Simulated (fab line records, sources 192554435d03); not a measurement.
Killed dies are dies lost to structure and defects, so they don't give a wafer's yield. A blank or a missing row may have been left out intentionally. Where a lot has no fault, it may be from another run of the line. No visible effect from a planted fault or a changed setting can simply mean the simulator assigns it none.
Which tool was responsible?	flow n5Finfet	at 1 step of a route of 1938, 11 lots with 33 wafers sampled

WHAT THE GAUGES READ, wafer by wafer
N5_BEOL_M10_CD_MEAS_11: target cd 64.1 nm.
lot	measured	on	cdNm (nm)
L077	day 13 19:44	cdSem-01	63.6 62.5 63.6
L076	day 14 08:54	cdSem-03	63.8 63.5 63.6
L078	day 14 17:19	cdSem-02	64.6 64.2 64.2
L079	day 15 02:20	cdSem-03	64.2 65.3 63.6
L084	day 16 17:44	cdSem-03	64.3 64.9 63.7
L085	day 17 06:31	cdSem-03	64.7 63.8 64.0
L089	day 17 20:42	cdSem-03	64.0 62.7 63.5
L087	day 17 22:52	cdSem-02	64.7 63.3 63.5
L092	day 18 09:59	cdSem-01	64.9 63.1 62.4
L096	day 18 10:41	cdSem-01	63.2 63.2 63.3
L095	day 19 10:23	cdSem-02	63.7 64.0 63.9

WHAT TOOL EACH LOT RAN ON (gives the tool, then ch and the chambers of the sampled wafers, and finally the start)
No process step before these readings appears in the record.

THE ANSWER, worked out from the rows above alone
Rule: what is usual is taken from the lots themselves. Put in order of their means at a reading, lots are off if they are a third of the lots or fewer, leave a main group of 4 or more, and stand apart from it by a gap of 3 or more times the standard deviation of the main group's means; of several such gaps the widest counts. A main group whose means are all the same, to the digits that the tables above print for the reading, isn't used. Also off: a lot with no number at a reading for which 4 or more lots have one. Where the step has rows for the other lots, those lots are counted as sound.
None of the lots is off at any reading shown; this tells nothing.

WHAT THE SIMULATOR PUT IN
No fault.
